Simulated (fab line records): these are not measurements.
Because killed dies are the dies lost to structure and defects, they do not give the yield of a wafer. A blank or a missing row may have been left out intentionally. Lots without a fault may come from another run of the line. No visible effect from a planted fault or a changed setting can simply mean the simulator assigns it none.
The same fault as seen by 2 desks | flow n5 finfet | each desk has only its own numbers; what lay behind them comes last

## DESK OF THE TOOL OWNER: rie diel-03
The tool's own readings at N5_SD_EPI_N_ETCHBACK_44 (etches SiNx in CH3F/O2, stops on SiO2, target depth 14.5 nm): means of the sampled wafers that have a number, for each lot that ran on this tool. The brackets show how far a lot's mean lies from the usual mean; more than 4 standard deviations puts the lot out of limits, marked OUT. It has 8 readings; the 7 that lie furthest out on some lot are the ones shown.
Columns: A = CH3F_flow_sccm at N5_SD_EPI_N_ETCHBACK_44, usual 29.99 sccm; B = bias w at N5_SD_EPI_N_ETCHBACK_44, usual 72.96 W; C = mfc ar sccm at N5_SD_EPI_N_ETCHBACK_44, usual 150.0 sccm; D = oes product au at N5_SD_EPI_N_ETCHBACK_44, usual 0.65 a.u.; E = rf vpp V at N5_SD_EPI_N_ETCHBACK_44, usual 296.0 V; F = showerhead plenum p Torr at N5_SD_EPI_N_ETCHBACK_44, usual 1.98 Torr; G = throttle valve pct at N5_SD_EPI_N_ETCHBACK_44, usual 16.50 %
lot  | first seen here | A     | B     | C     | D    | E     | F    | G
L571 | day 3 13:53     | 29.94 | 72.97 | 149.8 | 0.63 | 293.4 | 1.93 | 16.44
L572 | day 3 19:22     | 30.03 | 72.71 | 149.8 | 0.60 | 293.5 | 1.92 | 16.65
L584 | day 7 00:08     | 29.98 | 73.05 | 150.5 | 0.67 | 294.0 | 2.01 | 16.33
Result from this desk: across the 3 lots, nothing is out of limits.

## METROLOGY DESK
Lot by lot, what the gauges showed, no matter which tool ran the lot: averages of those sampled wafers that carry a number. The brackets show how far a lot's mean lies from the usual mean; more than 4 standard deviations puts the lot out of limits, marked OUT. It has 10 readings; the 7 that lie furthest out on some lot are the ones shown.
Columns: A = DIBL_N at N5_BEOL_M4_RC_MEAS_101, usual 35.9 mV/V; B = DIBL_P at N5_BEOL_M4_RC_MEAS_101, usual 35.9 mV/V; C = IOFF_N at N5_BEOL_M4_RC_MEAS_101, usual 0.149 nA/um; D = IOFF_P at N5_BEOL_M4_RC_MEAS_101, usual 0.205 nA/um; E = ION_N at N5_BEOL_M4_RC_MEAS_101, usual 671 uA/um; F = SS_P at N5_BEOL_M4_RC_MEAS_101, usual 73.2 mV/dec; G = VT_N at N5_BEOL_M4_RC_MEAS_101, usual 250.6 mV
lot  | first seen here | A    | B    | C     | D     | E   | F    | G
L569 | day 9 12:38     | 37.2 | 37.5 | 0.169 | 0.198 | 682 | 73.5 | 247.7
L571 | day 9 22:42     | 34.5 | 33.7 | 0.129 | 0.200 | 664 | 72.9 | 251.6
L572 | day 11 01:32    | 36.8 | 37.5 | 0.182 | 0.241 | 677 | 73.5 | 248.5
L576 | day 11 13:14    | 36.1 | 35.4 | 0.144 | 0.201 | 665 | 73.0 | 251.0
L584 | day 12 23:56    | 35.8 | 35.8 | 0.153 | 0.192 | 676 | 72.7 | 248.9
L586 | day 13 09:41    | 36.3 | 37.5 | 0.156 | 0.203 | 673 | 73.5 | 249.0
L588 | day 13 14:58    | 35.0 | 36.0 | 0.153 | 0.210 | 673 | 72.9 | 249.6
L589 | day 14 18:38    | 37.3 | 37.0 | 0.169 | 0.225 | 680 | 73.9 | 250.1
Result from this desk: across the 8 lots, nothing is out of limits.

## ALL TOGETHER
Nothing out of limits was seen by the tool owner's desk.
Metrology desk: nothing out of limits seen.

## WHAT THE SIMULATOR HAD PUT IN
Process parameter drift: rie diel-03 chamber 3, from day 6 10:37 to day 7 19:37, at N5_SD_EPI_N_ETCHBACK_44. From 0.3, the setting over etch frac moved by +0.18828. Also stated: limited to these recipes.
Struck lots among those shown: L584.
